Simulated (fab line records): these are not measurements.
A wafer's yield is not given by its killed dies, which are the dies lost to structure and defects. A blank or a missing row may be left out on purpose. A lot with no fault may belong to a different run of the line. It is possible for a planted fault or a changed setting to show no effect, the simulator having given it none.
Which of the tools did it?	flow n5 finfet	24 wafers from 8 lots sampled at 5 of the route's 1938 steps

== WHAT EACH GAUGE READ, for each wafer ==
N5_BEOL_M4_RC_MEAS_101.
lot	measured	on	CHAIN_V3 (ohm/link)	CHAIN_V3_max_site (ohm/link)	COMB_M4 (S/m)	COMB_M4_max_site (S/m)	DIBL_N (mV/V)	DIBL_P (mV/V)	IOFF_N (nA/um)	IOFF_P (nA/um)	ION_N (uA/um)	ION_P (uA/um)	SS_N (mV/dec)	SS_P (mV/dec)	VT_N (mV)	VT_P (mV)
L744	day 7 15:56	prober-01	238 243 239	246 261 247	6.5e-11 5.5e-11 5e-11	1.02e-10 7.1e-11 6.1e-11	40.9 39.8 36.5	41.0 39.5 35.0	0.27 0.23 0.16	0.32 0.29 0.23	695 695 669	472 474 465	72.0 72.1 71.2	74.4 74.1 72.4	240 245 252	-242.9 -243.5 -247.3
L747	day 9 03:07	prober-02	224 216 227	230 222 240	6.5e-11 6.4e-11 5.2e-11	1.34e-10 8e-11 7.7e-11	34.3 34.0 32.7	33.5 32.9 30.7	0.16 0.14 0.12	0.21 0.19 0.16	678 670 653	463 459 461	70.8 71.3 71.3	73.2 72.7 72.2	246 250 252	-247.1 -249.6 -251.3
L754	day 11 04:19	prober-02	225 190 238	234 198 242	4e-11 1.33e-10 6.5e-11	6.2e-11 2.39e-10 8.7e-11	36.3 34.5 36.6	37.7 34.6 37.1	0.18 0.15 0.19	0.22 0.18 0.21	682 671 683	457 456 464	71.2 70.8 71.7	74.1 72.5 73.6	248 248 244	-251.5 -252.5 -253.3
L758	day 11 10:08	prober-02	246 217 245	254 228 259	5.4e-11 6.6e-11 7.2e-11	8.2e-11 9.2e-11 9.2e-11	35.4 36.7 34.1	34.5 35.9 33.8	0.16 0.19 0.14	0.22 0.23 0.20	674 676 674	466 461 462	71.8 71.8 71.0	73.3 73.2 72.8	249 248 249	-246.7 -249.6 -249.5
L757	day 11 10:07	prober-01	235 229 234	244 238 245	5.9e-11 5.1e-11 6.2e-11	7.4e-11 6e-11 1.01e-10	35.5 33.3 35.3	34.8 33.1 34.6	0.15 0.12 0.15	0.20 0.18 0.19	685 669 677	470 456 462	71.1 70.8 70.9	72.8 72.4 72.5	250 252 251	-249.7 -249.3 -251.7
L765	day 14 04:22	prober-01	221 217 233	231 220 247	6.1e-11 6.3e-11 6.5e-11	7e-11 7.7e-11 7.9e-11	36.3 36.6 35.2	34.9 36.3 33.6	0.15 0.15 0.13	0.20 0.22 0.17	679 671 661	465 459 450	71.5 70.9 71.0	73.1 73.6 71.9	246 249 250	-251.2 -251.9 -253.3
L767	day 14 06:26	prober-01	219 216 219	232 223 227	7.4e-11 5.9e-11 4.7e-11	1.26e-10 7.6e-11 6.3e-11	37.2 37.9 39.3	37.1 36.6 38.0	0.16 0.16 0.20	0.21 0.21 0.25	673 681 687	457 461 464	71.4 72.1 72.2	73.4 74.0 73.7	250 250 247	-252.4 -252.9 -246.7
L766	day 14 07:43	prober-02	233 233 222	250 249 226	6.3e-11 7.5e-11 6e-11	1.06e-10 1.16e-10 7.1e-11	37.5 37.7 36.6	39.3 39.7 38.0	0.18 0.18 0.16	0.24 0.25 0.23	691 680 685	475 471 474	71.0 72.0 71.1	73.8 74.1 73.4	246 247 246	-246.5 -247.2 -248.1

== WHAT TOOL EACH LOT RAN ON (gives the tool, then ch and the chambers of the sampled wafers, and finally the start) ==
lot	N5_BEOL_M4_VIA_ETCH_34	N5_BEOL_M4_ETCH_41	N5_BEOL_M4_ALD_84	N5_BEOL_M4_SPUTTER_48
L744	rie diel-01 ch 0,1,2, day 7 10:29	rie diel-01 ch 0,1,2, day 7 11:36 or earlier	ald metal-03 ch 0,2, day 7 11:36	pvd sputter-01, day 7 12:55
L747	rie diel-01 ch 0,1,2, day 8 22:20	rie diel-01 ch 0,1,2, day 8 23:16 or earlier	ald metal-02 ch 0,3, day 8 23:16	pvd sputter-02, day 9 00:02
L754	rie diel-05 ch 0,2,3, day 10 22:04	rie diel-05 ch 0,2,3, day 10 22:57 or earlier	ald metal-03 ch 0,2, day 10 22:57	pvd sputter-01, day 11 01:05
L758	rie diel-01 ch 1,2,3, day 11 05:43	rie diel-01 ch 1,2,3, day 11 06:38 or earlier	ald metal-02 ch 0,1,3, day 11 06:38	pvd sputter-01, day 11 07:08
L757	rie diel-05 ch 0,3, day 11 05:50	rie diel-05 ch 0,3, day 11 06:43 or earlier	ald metal-04 ch 0,1,3, day 11 06:43	pvd sputter-02, day 11 07:16
L765	rie diel-01 ch 0,2, day 14 00:19	rie diel-01 ch 0,2, day 14 00:54 or earlier	ald metal-04 ch 0,1, day 14 00:54	pvd sputter-03, day 14 01:30
L767	rie diel-05 ch 1,2,3, day 14 00:21	rie diel-05 ch 1,2,3, day 14 01:02 or earlier	ald metal-03 ch 0,1,3, day 14 01:02	pvd sputter-01, day 14 03:14
L766	rie diel-05 ch 1,2,3, day 14 03:17	rie diel-05 ch 1,2,3, day 14 04:13 or earlier	ald metal-02 ch 1,2,3, day 14 04:13	pvd sputter-02, day 14 04:50
- N5_BEOL_M4_VIA_ETCH_34: etches the open film in C4F6/O2, target depth 69.4 nm, time 65.9 s.
- N5_BEOL_M4_ETCH_41: etches SiCN in CH3F/O2, target depth 29.9 nm, time 52.5 s.
- N5_BEOL_M4_ALD_84: deposits TaN, pulse time 2 s, purge time 3 s, co reactant purge time 2 s.
- N5_BEOL_M4_SPUTTER_48: material Cu, target thk 4.5 nm, time 8.29 s.

== WHAT THE TOOLS THEMSELVES READ (means of the sampled wafers that have a number; where no wafer has one, the mark that the record gives instead) ==
N5_BEOL_M4_VIA_ETCH_34.
lot	tool	drypump motor current A (A)	mfc ar sccm (sccm)	oes product au (a.u.)	rf vpp V (V)	showerhead plenum p Torr (Torr)	throttle valve pct (%)
L744	rie diel-01	5.5	299.3	0.81	667	2.82	30.58
L747	rie diel-01	5.5	300.2	0.79	668	2.82	30.62
L754	rie diel-05	5.9	300.4	0.83	671	2.87	30.68
L758	rie diel-01	5.6	299.3	0.82	669	2.83	30.51
L757	rie diel-05	6.1	300.3	0.80	663	2.83	30.67
L765	rie diel-01	5.4	299.2	0.77	668	2.77	30.69
L767	rie diel-05	5.7	299.8	0.84	673	2.87	30.75
L766	rie diel-05	5.8	299.7	0.83	674	2.87	30.76

N5_BEOL_M4_ETCH_41.
lot	tool	CH3F_flow_sccm (sccm)	drypump motor current A (A)	mfc ar sccm (sccm)	oes product au (a.u.)	rf vpp V (V)	showerhead plenum p Torr (Torr)	throttle valve pct (%)
L744	rie diel-01	30.06	5.5	150.2	0.80	297.2	1.99	16.16
L747	rie diel-01	30.00	5.5	149.5	0.79	296.6	1.98	16.19
L754	rie diel-05	30.00	5.9	150.1	0.84	297.5	2.02	16.23
L758	rie diel-01	29.91	5.6	150.2	0.82	297.2	1.99	16.11
L757	rie diel-05	30.03	6.1	149.8	0.80	296.5	1.99	16.26
L765	rie diel-01	29.92	5.4	149.9	0.77	296.2	1.95	16.32
L767	rie diel-05	30.06	5.8	150.0	0.83	298.7	2.02	16.27
L766	rie diel-05	30.03	5.8	149.9	0.83	297.3	2.02	16.27

N5_BEOL_M4_ALD_84.
lot	tool	heater power w (W)
L744	ald metal-03	381
L747	ald metal-02	391
L754	ald metal-03	378
L758	ald metal-02	386
L757	ald metal-04	447
L765	ald metal-04	457
L767	ald metal-03	445
L766	ald metal-02	408

N5_BEOL_M4_SPUTTER_48.
lot	tool	substrate temp c (C)	throttle valve pct (%)
L744	pvd sputter-01	-20.03	30.2
L747	pvd sputter-02	-19.97	29.3
L754	pvd sputter-01	-19.96	31.4
L758	pvd sputter-01	-19.98	30.6
L757	pvd sputter-02	-20.01	29.2
L765	pvd sputter-03	-20.02	30.0
L767	pvd sputter-01	-20.12	30.5
L766	pvd sputter-02	-19.96	30.0

== THE ANSWER, worked out from the rows above alone ==
Rule: what is usual is taken from the lots themselves. Put in order of their means at a reading, lots are off if they are a third of the lots or fewer, leave a main group of 4 or more, and stand apart from it by a gap of 3 or more times the standard deviation of the main group's means; of several such gaps the widest counts. Not used: any main group whose means are identical at the precision the tables above print for the reading. Also off: a lot with no number at a reading for which 4 or more lots have one. The other lots that the step has rows for count as sound. First the gauges in route order, then the tools' own readings, where a lot's mean is used as printed above. The first step at which some lot is off is used, and at that step the reading that is off furthest; a lot without a number counts as furthest.
Off: at N5_BEOL_M4_RC_MEAS_101 (COMB_M4), L754. The main group: mean 6.1e-11 S/m, standard deviation 3.2e-12.
If a tool, at a process step before that reading, ran all the lots that are off and no sound lot after the first of them, it fits. Gauges at N5_BEOL_M4_RC_MEAS_101: tried the same way as those tools. N5_BEOL_M4_ETCH_41: start missing for some lots; hours and lot order therefore follow N5_BEOL_M4_ALD_84. Of those tried, none fits.

== WHAT THE SIMULATOR HAD INSERTED ==
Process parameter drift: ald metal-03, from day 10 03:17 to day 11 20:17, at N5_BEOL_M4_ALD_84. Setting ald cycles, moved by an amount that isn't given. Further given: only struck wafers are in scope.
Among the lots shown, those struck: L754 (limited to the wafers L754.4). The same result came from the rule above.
